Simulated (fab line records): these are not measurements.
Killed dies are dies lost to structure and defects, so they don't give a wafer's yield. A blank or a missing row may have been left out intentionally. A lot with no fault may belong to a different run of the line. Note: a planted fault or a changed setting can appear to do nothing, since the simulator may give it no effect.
Matching of chambers	flow nandHarc	NHARC_A_STAIRCASE_TRIM_12 on rieDiel-06: 4 sister chambers
The step chemistry O2, time 211.2 s. 16 wafers are shown with their chamber, then 8 later ones without.

WAFERS WITH THEIR CHAMBER
wafer	chamber	drypumpMotorCurrentA (A)	showerheadPlenumPTorr (Torr)	oesProductAu (a.u.)
L512.2	2	5.3	3.60	0.985
L512.4	0	6.0	3.56	1.019
L512.5	3	5.2	3.51	1.014
L517.1	3	5.2	3.50	1.021
L517.2	0	6.1	3.56	1.012
L517.6	2	5.3	3.60	0.966
L518.2	1	5.9	3.46	1.012
L518.3	3	5.2	3.50	1.029
L518.6	0	6.1	3.55	1.021
L519.1	2	5.3	3.59	0.984
L519.2	1	5.9	3.46	1.009
L519.4	3	5.2	3.50	1.019
L520.1	3	5.2	3.50	1.017
L520.3	0	6.1	3.55	1.013
L520.4	2	5.3	3.59	0.970
L521.2	2	5.3	3.59	0.971

SIGNATURES, as means of the wafers listed above
reading	chamber 0	chamber 1	chamber 2	chamber 3	scatter within a chamber
drypumpMotorCurrentA	6.075	5.900	5.300	5.200	0.025
showerheadPlenumPTorr	3.5550	3.4600	3.5940	3.5020	0.005
oesProductAu	1.01625	1.01050	0.97520	1.02000	0.00642
Rule: distance of a wafer from a chamber = root of the sum over the readings of ((wafer's reading minus chamber's mean) / reading's scatter) squared. The wafer belongs to the nearest chamber; if the next one is less than 2 further off, it can't be placed. How the scatter is found: for the shown wafers, subtract from each reading the mean of its chamber, square and add these, divide the total by (wafers less chambers), then take the root.

WAFERS WITHOUT THEIR CHAMBER
wafer	drypumpMotorCurrentA (A)	showerheadPlenumPTorr (Torr)	oesProductAu (a.u.)
L521.4	5.9	3.45	1.006
L521.6	5.9	3.45	1.016
L531.1	5.3	3.57	0.986
L531.2	5.9	3.44	1.013
L531.6	5.2	3.48	1.013
L533.2	6.1	3.53	1.025
L533.3	5.3	3.57	0.981
L533.5	5.2	3.48	1.009

EACH ONE'S CHAMBER
wafer	from the rows above	in truth
L521.4	1	1
L521.6	1	1
L531.1	2	2
L531.2	1	1
L531.6	3	3
L533.2	0	0
L533.3	2	2
L533.5	3	3
Correctly placed: 8 of 8. From these rows, 0 cannot be placed. Wrongly placed: 0.
